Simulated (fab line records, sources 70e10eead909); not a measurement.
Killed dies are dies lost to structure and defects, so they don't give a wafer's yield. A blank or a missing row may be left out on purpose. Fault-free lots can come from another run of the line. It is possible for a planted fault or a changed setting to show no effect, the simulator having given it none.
fab line records    flow nandHarc
record lots=24  wafers=72  lastDay=25
route steps=1159 shown P_CONTACT@252 P_M0@275 P_M1@296 P_M2@336 P_BONDPAD@365
lots that met no fault: taken from a fault-free run of the same line
startH: start of the lot's first displayed wafer, in hours after the record's first day    waitH: hours since the lot's step before    " identical to the entry in the row above    L1.1+2: several wafers, shown together as one row    - no value, or no start was given    * or withheld: withheld    < > ~ a bound
route shown NAME@n: a module of which the file shows steps, and the number in the route of the first    usual: average and standard deviation across the fault-free wafers    same: alike in all rows    chamber/n: place in a boat    sites: each site's reading    _std_site: standard deviation of those values    _edge_site: mean of outer sites minus mean of inner sites    radiusMm: for every site, how far away it sits from the centre of the wafer    mask NAME#n: copy n    behind: the tool/chamber that last shaped the wafer    hold: cause of the lot's hold/its duration in hours/its outcome    device: which transistor (n, p or np) failed to switch    end of line: the same wafers' tests at the end of the route    a step given without rows: its recipe and nothing more    killed: the dies lost at the first sort to structure and to defects; this is not the yield of the wafer    map: per-die view of a wafer (x killed, . not killed, _ where there is no die)
set.NAME: the setting as run; set.NAME@STEP: as run at that earlier step    model.NAME: the simulator's own value behind a step, which no gauge read
one table for each step of the route and one row for each wafer, over a sample of lots
services: from which hour (startH, from the record's first day; less than 0 if before it) a tool's chamber was out of use, for how many hours, and why
## steps
# step NHARC_P_CONTACT_INSPECT_27
# usual rawDefectCount=270/95
lot.wafer  tool              chamber  startH  waitH  rawDefectCount
L074.2     defectInspect-01  -        114.96  0.1    433
L074.3     "                 -        "       "      284
L074.4     "                 -        "       "      159
L075.1     defectInspect-02  -        130.85  0.1    265
L075.3     "                 -        "       "      293
L075.4     "                 -        "       "      335
L077.1     defectInspect-01  -        133.41  0.1    172
L077.3     "                 -        "       "      320
L077.5     "                 -        "       "      397
L076.1     defectInspect-02  -        133.95  0.1    355
L076.3     "                 -        "       "      230
L076.6     "                 -        "       "      148
L078.2     defectInspect-01  -        140.33  0.1    158
L078.5     "                 -        "       "      165
L078.6     "                 -        "       "      276
L079.1     defectInspect-01  -        141.34  0.1    354
L079.4     "                 -        "       "      302
L079.5     "                 -        "       "      452
L080.2     defectInspect-02  -        141.88  0.1    213
L080.5     "                 -        "       "      265
L080.6     "                 -        "       "      161
L081.2     defectInspect-02  -        162.68  0.1    155
L081.5     "                 -        "       "      143
L081.6     "                 -        "       "      193
L082.1     defectInspect-02  -        166.49  0.1    235
L082.2     "                 -        "       "      156
L082.6     "                 -        "       "      290
L083.3     defectInspect-01  -        166.83  0.1    346
L083.4     "                 -        "       "      316
L083.5     "                 -        "       "      308
L085.2     defectInspect-02  -        174.02  0.1    344
L085.3     "                 -        "       "      316
L085.4     "                 -        "       "      309
L084.1     defectInspect-01  -        174.06  0.1    291
L084.5     "                 -        "       "      284
L084.6     "                 -        "       "      181
L087.2     defectInspect-01  -        206.73  0.1    214
L087.3     "                 -        "       "      131
L087.4     "                 -        "       "      163
L086.3     defectInspect-01  -        207.30  0.1    296
L086.4     "                 -        "       "      426
L086.6     "                 -        "       "      240
L088.2     defectInspect-02  -        212.12  0.1    200
L088.5     "                 -        "       "      168
L088.6     "                 -        "       "      187
L089.3     defectInspect-01  -        213.09  0.1    271
L089.4     "                 -        "       "      153
L089.5     "                 -        "       "      146
L090.1     defectInspect-01  -        217.90  0.1    280
L090.3     "                 -        "       "      268
L090.4     "                 -        "       "      362
L091.2     defectInspect-01  -        221.16  0.1    195
L091.3     "                 -        "       "      223
L091.4     "                 -        "       "      437
L092.1     defectInspect-02  -        221.60  0.1    207
L092.2     "                 -        "       "      240
L092.5     "                 -        "       "      240
L093.2     defectInspect-02  -        227.23  0.1    130
L093.4     "                 -        "       "      406
L093.5     "                 -        "       "      267
L094.1     defectInspect-02  -        236.79  0.1    262
L094.3     "                 -        "       "      153
L094.5     "                 -        "       "      195
L095.2     defectInspect-02  -        242.85  0.1    316
L095.4     "                 -        "       "      199
L095.6     "                 -        "       "      287
L096.1     defectInspect-02  -        242.94  0.1    185
L096.3     "                 -        "       "      318
L096.5     "                 -        "       "      491
L097.2     defectInspect-02  -        247.68  0.1    150
L097.3     "                 -        "       "      165
L097.4     "                 -        "       "      332
# step NHARC_P_M0_PVD_21
# recipe targetThkA=300  chamberPressurePa=5  powerW=5000  substrateTempC=30  timeS=20.49  material=Cu
# usual throttleValvePct=30.5/1.1
lot.wafer  tool           chamber  startH  waitH  throttleValvePct
L074.3     pvdSputter-03  -        -       -      31.6
L074.2     "              -        "       "      30.6
L074.4     "              -        "       "      30.4
L075.1     pvdSputter-03  -        -       -      30.5
L075.3     "              -        "       "      30.1
L075.4     "              -        "       "      31.9
L077.3     pvdSputter-02  -        -       -      32.1
L077.1     "              -        "       "      28.4
L077.5     "              -        "       "      28.5
L076.3     pvdSputter-03  -        -       -      31.5
L076.1     "              -        "       "      30.7
L076.6     "              -        "       "      31.7
L078.2     pvdSputter-03  -        -       -      30.7
L078.6     "              -        "       "      30.3
L078.5     "              -        "       "      31.8
L079.1     pvdSputter-02  -        -       -      29.7
L079.4     "              -        "       "      29.0
L079.5     "              -        "       "      28.7
L080.2     pvdSputter-03  -        -       -      30.3
L080.5     "              -        "       "      32.0
L080.6     "              -        "       "      30.9
L081.2     pvdSputter-03  -        -       -      30.4
L081.5     "              -        "       "      30.2
L081.6     "              -        "       "      31.8
L082.1     pvdSputter-02  -        -       -      28.8
L082.2     "              -        "       "      29.6
L082.6     "              -        "       "      32.2
L083.4     pvdSputter-03  -        -       -      30.4
L083.3     "              -        "       "      30.6
L083.5     "              -        "       "      30.6
L084.1     pvdSputter-03  -        -       -      30.5
L084.6     "              -        "       "      30.5
L084.5     "              -        "       "      30.2
L085.2     pvdSputter-02  -        -       -      28.6
L085.3     "              -        "       "      29.7
L085.4     "              -        "       "      28.9
L087.3     pvdSputter-01  -        -       -      30.2
L087.4     "              -        "       "      31.4
L087.2     "              -        "       "      29.4
L086.4     pvdSputter-02  -        -       -      29.5
L086.3     "              -        "       "      28.5
L086.6     "              -        "       "      29.9
L088.2     pvdSputter-01  -        -       -      31.6
L088.5     "              -        "       "      31.4
L088.6     "              -        "       "      29.7
L089.3     pvdSputter-01  -        -       -      29.6
L089.4     "              -        "       "      30.8
L089.5     "              -        "       "      31.8
L090.4     pvdSputter-01  -        -       -      30.1
L090.1     "              -        "       "      31.5
L090.3     "              -        "       "      29.6
L091.3     pvdSputter-01  -        -       -      29.9
L091.4     "              -        "       "      31.5
L091.2     "              -        "       "      30.7
L092.2     pvdSputter-01  -        -       -      29.6
L092.1     "              -        "       "      30.6
L092.5     "              -        "       "      31.6
L093.2     pvdSputter-02  -        -       -      29.8
L093.4     "              -        "       "      29.5
L093.5     "              -        "       "      31.6
L094.3     pvdSputter-02  -        -       -      29.3
L094.1     "              -        "       "      29.7
L094.5     "              -        "       "      28.1
L095.2     pvdSputter-01  -        -       -      30.8
L095.4     "              -        "       "      29.8
L095.6     "              -        "       "      30.1
L096.3     pvdSputter-03  -        -       -      30.6
L096.1     "              -        "       "      30.5
L096.5     "              -        "       "      31.9
L097.3     pvdSputter-01  -        -       -      31.5
L097.4     "              -        "       "      29.5
L097.2     "              -        "       "      30.5
# step NHARC_P_M0_ANNEAL_30
# recipe tempC=225  timeS=90
# usual wafer_temp_C_max=226.0/0.35
lot.wafer  tool          chamber  startH  waitH  wafer_temp_C_max
L074.2     rtpAnneal-01  0        117.96  0.5    226.2
L074.3     "             0        "       "      226.6
L074.4     "             0        "       "      226.1
L075.1     rtpAnneal-02  0        133.61  0.3    225.6
L075.3     "             0        "       "      225.8
L075.4     "             0        "       "      225.8
L077.1     rtpAnneal-02  0        136.19  0.3    226.0
L077.3     "             0        "       "      225.6
L077.5     "             0        "       "      225.6
L076.1     rtpAnneal-01  0        136.76  -      226.3
L076.3     "             0        "       "      226.2
L076.6     "             0        "       "      226.7
L078.2     rtpAnneal-02  0        143.13  0.4    225.8
L078.5     "             0        "       "      225.9
L078.6     "             0        "       "      225.9
L079.1     rtpAnneal-01  0        144.01  0.4    226.7
L079.4     "             0        "       "      225.9
L079.5     "             0        "       "      226.3
L080.2     rtpAnneal-02  0        144.75  -      225.8
L080.5     "             0        "       "      225.8
L080.6     "             0        "       "      225.9
L081.2     rtpAnneal-02  0        165.55  0.4    226.1
L081.5     "             0        "       "      225.6
L081.6     "             0        "       "      225.8
L082.1     rtpAnneal-01  0        169.42  0.5    226.0
L082.2     "             0        "       "      225.9
L082.6     "             0        "       "      226.4
L083.3     rtpAnneal-02  0        169.68  -      225.5
L083.4     "             0        "       "      225.6
L083.5     "             0        "       "      225.7
L084.1     rtpAnneal-02  0        176.70  0.4    226.0
L084.5     "             0        "       "      225.7
L084.6     "             0        "       "      226.0
L085.2     rtpAnneal-01  0        177.08  -      225.9
L085.3     "             0        "       "      225.8
L085.4     "             0        "       "      225.9
L087.2     rtpAnneal-02  0        209.53  -      225.6
L087.3     "             0        "       "      225.8
L087.4     "             0        "       "      225.4
L086.3     rtpAnneal-01  0        210.21  -      226.5
L086.4     "             0        "       "      226.2
L086.6     "             0        "       "      226.7
L088.2     rtpAnneal-02  0        214.93  -      225.8
L088.5     "             0        "       "      225.8
L088.6     "             0        "       "      226.0
L089.3     rtpAnneal-02  0        216.12  0.3    226.0
L089.4     "             0        "       "      226.0
L089.5     "             0        "       "      226.2
L090.1     rtpAnneal-02  0        220.80  -      225.7
L090.3     "             0        "       "      225.6
L090.4     "             0        "       "      225.9
L091.2     rtpAnneal-01  0        223.84  -      226.1
L091.3     "             0        "       "      226.5
L091.4     "             0        "       "      226.1
L092.1     rtpAnneal-02  0        224.58  0.3    225.9
L092.2     "             0        "       "      225.7
L092.5     "             0        "       "      225.7
L093.2     rtpAnneal-02  0        230.47  0.5    225.9
L093.4     "             0        "       "      225.9
L093.5     "             0        "       "      225.6
L094.1     rtpAnneal-02  0        239.57  0.4    225.7
L094.3     "             0        "       "      225.9
L094.5     "             0        "       "      225.8
L095.2     rtpAnneal-01  0        245.65  -      226.1
L095.4     "             0        "       "      226.7
L095.6     "             0        "       "      226.3
L096.1     rtpAnneal-02  0        246.05  0.3    226.2
L096.3     "             0        "       "      226.4
L096.5     "             0        "       "      225.9
L097.2     rtpAnneal-01  0        250.52  0.3    227.1
L097.3     "             0        "       "      227.1
L097.4     "             0        "       "      226.4
# step NHARC_P_M1_OVL_MEAS_10
# recipe pitchNm=260
# usual overlayXNm=0.0/0.87  overlayYNm=-0.1/0.9
lot.wafer  tool        chamber  startH  waitH  overlayXNm  overlayYNm
L074.2     overlay-02  -        120.22  -      -0.2        0.0
L074.3     "           -        "       "      -0.4        0.5
L074.4     "           -        "       "      0.1         0.1
L075.1     overlay-02  -        136.23  -      0.2         0.8
L075.3     "           -        "       "      0.6         0.4
L075.4     "           -        "       "      0.7         0.2
L077.1     overlay-01  -        138.76  -      -1.5        -0.6
L077.3     "           -        "       "      -1.6        0.2
L077.5     "           -        "       "      -0.8        0.0
L076.1     overlay-02  -        139.00  -      0.6         0.5
L076.3     "           -        "       "      0.6         0.2
L076.6     "           -        "       "      0.3         0.3
L078.2     overlay-02  -        145.29  -      -0.3        -1.1
L078.5     "           -        "       "      0.2         -1.0
L078.6     "           -        "       "      -0.5        -1.2
L079.1     overlay-01  -        146.28  -      -0.3        0.6
L079.4     "           -        "       "      -0.7        -0.2
L079.5     "           -        "       "      -0.7        0.2
L080.2     overlay-01  -        146.94  -      -0.4        -0.5
L080.5     "           -        "       "      -0.3        -0.6
L080.6     "           -        "       "      -0.1        -0.5
L081.2     overlay-02  -        167.78  -      0.6         0.2
L081.5     "           -        "       "      0.6         0.3
L081.6     "           -        "       "      0.7         0.4
L082.1     overlay-01  -        171.86  -      0.4         0.2
L082.2     "           -        "       "      0.2         0.8
L082.6     "           -        "       "      0.0         0.8
L083.3     overlay-01  -        172.56  -      2.2         1.2
L083.4     "           -        "       "      1.7         1.0
L083.5     "           -        "       "      1.9         0.9
L084.1     overlay-02  -        179.17  -      -0.1        -3.0
L084.5     "           -        "       "      -0.3        -2.5
L084.6     "           -        "       "      0.1         -2.5
L085.2     overlay-01  -        179.45  -      1.3         1.4
L085.3     "           -        "       "      0.7         1.4
L085.4     "           -        "       "      1.0         2.0
L087.2     overlay-01  -        211.78  -      -1.2        -0.8
L087.3     "           -        "       "      -1.4        -1.6
L087.4     "           -        "       "      -1.1        -0.8
L086.3     overlay-01  -        212.41  -      -0.7        0.1
L086.4     "           -        "       "      -0.3        -0.9
L086.6     "           -        "       "      -0.4        0.0
L088.2     overlay-02  -        217.54  -      -0.9        0.1
L088.5     "           -        "       "      -1.0        -0.3
L088.6     "           -        "       "      -1.1        -0.8
L089.3     overlay-01  -        218.30  -      1.2         0.8
L089.4     "           -        "       "      0.5         0.9
L089.5     "           -        "       "      1.4         0.9
L090.1     overlay-02  -        222.99  -      0.8         0.8
L090.3     "           -        "       "      0.6         0.6
L090.4     "           -        "       "      0.9         0.2
L091.2     overlay-01  -        226.08  -      -0.7        0.3
L091.3     "           -        "       "      -0.4        0.1
L091.4     "           -        "       "      -0.9        0.6
L092.1     overlay-01  -        226.76  -      -0.2        -0.7
L092.2     "           -        "       "      0.4         -1.3
L092.5     "           -        "       "      0.7         -0.8
L093.2     overlay-01  -        232.74  -      -0.8        -0.3
L093.4     "           -        "       "      -0.2        0.3
L093.5     "           -        "       "      -0.2        -0.6
L094.1     overlay-02  -        242.18  -      -0.6        0.0
L094.3     "           -        "       "      -0.6        0.2
L094.5     "           -        "       "      -1.3        0.8
L095.2     overlay-01  -        248.45  -      -0.6        0.0
L095.4     "           -        "       "      -1.0        0.0
L095.6     "           -        "       "      -0.7        -0.3
L096.1     overlay-01  -        248.64  -      0.9         -1.9
L096.3     "           -        "       "      0.7         -1.9
L096.5     "           -        "       "      0.9         -1.4
L097.2     overlay-01  -        252.74  -      0.4         0.7
L097.3     "           -        "       "      -0.2        -0.2
L097.4     "           -        "       "      0.4         0.0
# step NHARC_P_M2_ETCH_28
# recipe targetDepthA=300  overEtchFrac=0.3  timeS=72.99  ionEnergyEv=150  cf4FlowSccm=50  n2FlowSccm=100  arFlowSccm=150  rfW=300  biasW=100  chemistry=CF4/N2
# usual drypumpMotorCurrentA=5.6/0.52  mfcArSccm=150.0/0.46  oesProductAu=1.001/0.015  rfFwdPowerW=297.6/1.2  rfVppV=314.7/2.4  showerheadPlenumPTorr=2.66/0.14  throttleValvePct=19.794/0.0085
lot.wafer  tool        chamber  startH  waitH  drypumpMotorCurrentA  mfcArSccm  oesProductAu  rfFwdPowerW  rfHoursCounterH  rfVppV  showerheadPlenumPTorr  throttleValvePct
L074.4     rieDiel-02  1        -       -      6.6                   149.9      1.026         296.4        6                315.7   2.71                   19.794
L074.3     "           2        "       "      5.7                   150.2      1.008         297.7        5                316.3   2.83                   19.817
L074.2     "           0        "       "      5.1                   149.8      1.011         297.0        6                310.8   2.53                   19.800
L075.3     rieDiel-05  2        -       -      5.6                   149.4      0.989         298.2        28               312.4   2.54                   19.805
L075.4     "           0        "       "      5.6                   150.1      1.011         299.0        28               311.9   2.48                   19.807
L075.1     "           1        "       "      5.4                   150.5      0.998         296.1        28               313.4   2.56                   19.796
L077.1     rieDiel-02  3        -       -      5.3                   150.2      0.991         296.5        6                317.9   2.82                   19.792
L077.3     "           0        "       "      5.0                   149.8      1.006         297.4        6                313.1   2.53                   19.793
L077.5     "           2        "       "      5.7                   150.0      1.018         297.2        -                317.8   2.83                   19.792
L076.3     rieDiel-05  3        -       -      5.5                   150.0      1.006         296.5        20               312.8   2.54                   19.789
L076.1     "           0        "       "      5.5                   150.1      1.001         298.6        28               311.6   2.48                   19.787
L076.6     "           2        "       "      5.6                   150.0      0.981         297.4        -                313.5   2.54                   19.805
L078.2     rieDiel-02  1        -       -      6.6                   149.2      1.009         297.1        7                316.5   2.71                   19.789
L078.5     "           2        "       "      5.7                   149.6      1.002         297.7        -                317.7   2.83                   19.792
L078.6     "           3        "       "      5.3                   149.6      0.995         297.9        -                315.6   2.82                   19.787
L079.4     rieDiel-07  2        -       -      6.7                   149.9      1.002         296.8        31               313.5   2.61                   19.795
L079.1     "           0        "       "      5.3                   150.9      1.010         299.4        32               310.6   2.47                   19.783
L079.5     "           2        "       "      6.8                   149.8      0.999         297.5        -                314.5   2.61                   19.810
L080.2     rieDiel-05  2        -       -      5.6                   149.8      0.999         297.8        29               313.3   2.54                   19.797
L080.6     "           2        "       "      5.6                   150.3      0.997         299.0        -                312.4   2.54                   19.795
L080.5     "           3        "       "      5.5                   150.1      1.009         296.7        -                311.6   2.54                   19.789
L081.2     rieDiel-02  2        -       -      5.6                   149.4      1.012         298.0        0                317.0   2.83                   19.786
L081.6     "           2        "       "      5.7                   149.3      1.009         298.8        -                317.0   2.83                   19.784
L081.5     "           3        "       "      5.3                   149.7      0.984         298.8        -                317.6   2.82                   19.806
L082.1     rieDiel-05  2        -       -      5.6                   150.8      1.021         299.6        0                311.6   2.54                   19.811
L082.2     "           3        "       "      5.5                   149.8      1.022         297.8        0                313.5   2.54                   19.800
L082.6     "           2        "       "      5.6                   150.5      1.021         299.5        -                312.0   2.54                   19.795
L083.4     rieDiel-02  3        -       -      5.3                   150.1      0.973         297.3        1                316.0   2.82                   19.797
L083.3     "           2        "       "      5.7                   150.5      1.017         298.4        1                316.6   2.83                   19.792
L083.5     "           0        "       "      5.1                   150.3      0.992         298.7        -                312.0   2.53                   19.789
L084.1     rieDiel-07  1        -       -      6.4                   149.1      0.999         297.2        41               317.9   2.73                   19.805
L084.6     "           0        "       "      5.3                   150.1      1.016         299.0        -                311.3   2.46                   19.799
L084.5     "           1        "       "      6.4                   149.7      1.017         298.8        -                317.0   2.73                   19.791
L085.4     rieDiel-02  1        -       -      6.6                   149.8      1.016         297.5        1                315.3   2.71                   19.797
L085.2     "           3        "       "      5.2                   149.8      0.979         295.8        1                317.7   2.82                   19.797
L085.3     "           0        "       "      5.1                   150.1      0.998         296.7        1                312.1   2.53                   19.793
L087.2     rieDiel-02  0        -       -      5.1                   149.4      0.993         299.0        1                312.0   2.53                   19.797
L087.3     "           1        "       "      6.6                   150.5      1.020         295.1        1                315.0   2.71                   19.786
L087.4     "           2        "       "      5.7                   149.8      1.017         297.4        1                318.4   2.83                   19.786
L086.3     rieDiel-05  3        -       -      5.5                   150.2      1.031         296.9        10               313.7   2.53                   19.789
L086.4     "           0        "       "      5.5                   150.4      1.004         299.1        11               311.5   2.48                   19.804
L086.6     "           2        "       "      5.6                   149.4      1.016         298.2        -                313.6   2.54                   19.788
L088.2     rieDiel-02  0        -       -      5.1                   149.4      0.993         300.7        2                312.7   2.53                   19.791
L088.5     "           1        "       "      6.6                   150.1      1.012         297.0        -                315.7   2.70                   19.793
L088.6     "           2        "       "      5.6                   150.1      1.022         298.3        -                315.2   2.83                   19.779
L089.4     rieDiel-02  3        -       -      5.2                   150.3      0.987         296.3        2                316.7   2.82                   19.788
L089.3     "           2        "       "      5.7                   149.9      1.017         298.5        2                318.0   2.83                   19.790
L089.5     "           0        "       "      5.0                   149.9      0.987         298.1        -                312.3   2.53                   19.776
L090.4     rieDiel-02  3        -       -      5.3                   150.4      0.986         297.2        2                318.5   2.82                   19.813
L090.1     "           0        "       "      5.0                   150.4      0.983         297.7        2                312.6   2.53                   19.794
L090.3     "           1        "       "      6.6                   150.1      1.004         295.4        2                316.0   2.70                   19.803
L091.4     rieDiel-02  0        -       -      5.1                   150.1      0.988         298.0        2                312.4   2.53                   19.799
L091.3     "           1        "       "      6.6                   150.5      1.004         295.8        3                316.8   2.70                   19.798
L091.2     "           2        "       "      5.7                   149.8      1.012         298.2        2                318.8   2.83                   19.797
L092.2     rieDiel-02  0        -       -      5.1                   149.8      0.990         297.4        3                312.3   2.53                   19.794
L092.1     "           2        "       "      5.7                   149.2      1.012         298.9        3                315.6   2.83                   19.791
L092.5     "           0        "       "      5.1                   150.5      0.975         296.9        -                312.6   2.53                   19.781
L093.4     rieDiel-05  2        -       -      5.6                   149.7      1.017         298.0        14               312.1   2.53                   19.787
L093.2     "           3        "       "      5.5                   150.2      1.018         299.2        14               311.4   2.53                   19.792
L093.5     "           0        "       "      5.6                   150.3      0.996         296.5        -                312.5   2.48                   19.799
L094.3     rieDiel-02  0        -       -      5.1                   149.7      0.986         296.8        3                312.5   2.53                   19.813
L094.1     "           1        "       "      6.6                   150.3      1.020         299.0        3                315.1   2.70                   19.808
L094.5     "           3        "       "      5.3                   150.1      0.983         297.1        -                317.6   2.82                   19.793
L095.4     rieDiel-02  1        -       -      6.6                   150.0      1.005         295.9        4                316.8   2.70                   19.802
L095.2     "           2        "       "      5.7                   150.3      1.013         298.4        4                317.6   2.83                   19.778
L095.6     "           0        "       "      5.1                   151.1      0.995         299.7        -                312.7   2.53                   19.791
L096.1     rieDiel-02  0        -       -      5.0                   149.9      0.986         298.6        4                312.3   2.53                   19.778
L096.3     "           1        "       "      6.6                   149.9      1.001         296.8        4                316.0   2.70                   19.800
L096.5     "           3        "       "      5.2                   149.3      0.984         298.2        -                316.5   2.82                   19.781
L097.2     rieDiel-05  1        -       -      5.4                   150.0      0.985         294.9        19               313.7   2.55                   19.782
L097.3     "           3        "       "      5.5                   149.6      1.015         297.2        18               314.0   2.53                   19.786
L097.4     "           0        "       "      5.6                   150.5      0.996         297.4        19               312.2   2.47                   19.796
# step NHARC_P_BONDPAD_OVL_MEAS_38
# usual overlayXNm=1/6  overlayYNm=-1/5.2
lot.wafer  tool        chamber  startH  waitH  overlayXNm  overlayYNm
L074.2     overlay-02  -        129.01  -      9           1
L074.3     "           -        "       "      9           0
L074.4     "           -        "       "      9           1
L075.1     overlay-02  -        145.01  -      6           -6
L075.3     "           -        "       "      6           -6
L075.4     "           -        "       "      5           -7
L077.1     overlay-02  -        147.89  -      -8          3
L077.3     "           -        "       "      -8          3
L077.5     "           -        "       "      -8          3
L076.1     overlay-02  -        148.24  -      6           -2
L076.3     "           -        "       "      6           -2
L076.6     "           -        "       "      6           -3
L078.2     overlay-02  -        153.92  -      -11         -12
L078.5     "           -        "       "      -11         -12
L078.6     "           -        "       "      -11         -11
L079.1     overlay-01  -        154.91  -      2           -4
L079.4     "           -        "       "      2           -3
L079.5     "           -        "       "      2           -3
L080.2     overlay-01  -        155.68  -      9           -2
L080.5     "           -        "       "      9           -2
L080.6     "           -        "       "      9           -3
L081.2     overlay-02  -        176.98  -      3           -7
L081.5     "           -        "       "      3           -6
L081.6     "           -        "       "      3           -6
L082.1     overlay-01  -        180.30  -      3           -1
L082.2     "           -        "       "      4           -1
L082.6     "           -        "       "      4           -1
L083.3     overlay-01  -        181.54  -      -1          -8
L083.4     "           -        "       "      -1          -7
L083.5     "           -        "       "      -1          -7
L084.1     overlay-02  -        188.01  -      -6          3
L084.5     "           -        "       "      -6          3
L084.6     "           -        "       "      -7          2
L085.2     overlay-01  -        188.37  -      -2          3
L085.3     "           -        "       "      -2          3
L085.4     "           -        "       "      -2          3
L087.2     overlay-01  -        220.41  -      7           12
L087.3     "           -        "       "      7           12
L087.4     "           -        "       "      7           12
L086.3     overlay-02  -        221.46  -      1           3
L086.4     "           -        "       "      1           3
L086.6     "           -        "       "      0           3
L088.2     overlay-02  -        226.82  -      9           1
L088.5     "           -        "       "      9           0
L088.6     "           -        "       "      8           0
L089.3     overlay-01  -        227.63  -      -4          -7
L089.4     "           -        "       "      -5          -6
L089.5     "           -        "       "      -4          -7
L090.1     overlay-02  -        232.48  -      -1          4
L090.3     "           -        "       "      -1          5
L090.4     "           -        "       "      -1          4
L091.2     overlay-02  -        235.33  -      3           1
L091.3     "           -        "       "      3           1
L091.4     "           -        "       "      4           1
L092.1     overlay-02  -        235.96  -      1           -10
L092.2     "           -        "       "      0           -10
L092.5     "           -        "       "      1           -10
L093.2     overlay-02  -        241.77  -      -1          -5
L093.4     "           -        "       "      -1          -5
L093.5     "           -        "       "      -1          -4
L094.1     overlay-02  -        250.94  -      7           -1
L094.3     "           -        "       "      8           -1
L094.5     "           -        "       "      8           -1
L095.2     overlay-01  -        257.99  -      -5          4
L095.4     "           -        "       "      -5          4
L095.6     "           -        "       "      -6          4
L096.1     overlay-02  -        258.27  -      -4          -6
L096.3     "           -        "       "      -3          -7
L096.5     "           -        "       "      -4          -6
L097.2     overlay-01  -        261.88  -      -9          -1
L097.3     "           -        "       "      -9          0
L097.4     "           -        "       "      -9          0
## services
tool           chamber  startH  hours  kind
pvdSputter-01  -        99.53   1.9    repair
pvdSputter-03  -        102.04  10.0   pm
rieDiel-02     0        105.27  -      clean
rieDiel-02     1        105.27  -      clean
rieDiel-02     2        105.27  -      clean
rieDiel-02     3        105.27  -      clean
pvdSputter-01  -        115.44  0.8    repair
rieDiel-05     3        119.35  19.2   repair
pvdSputter-03  -        125.88  5.1    repair
rieDiel-07     1        135.03  6.1    repair
rieDiel-02     -        150.70  9.0    pm
pvdSputter-01  -        158.01  10.0   pm
rieDiel-05     -        164.53  9.0    pm
rieDiel-07     -        176.05  0.4    repair
rieDiel-07     0        184.27  24.8   repair
rieDiel-07     2        184.34  8.4    repair
rieDiel-07     3        189.75  17.8   repair
rieDiel-05     3        193.54  2.9    repair
pvdSputter-03  -        198.68  17.0   repair
pvdSputter-02  -        214.00  10.0   pm
rieDiel-07     -        215.01  1.7    repair
rieDiel-02     -        220.32  0.4    repair
rieDiel-07     -        228.46  9.0    pm
pvdSputter-02  -        229.81  2.5    repair
## key
fault none
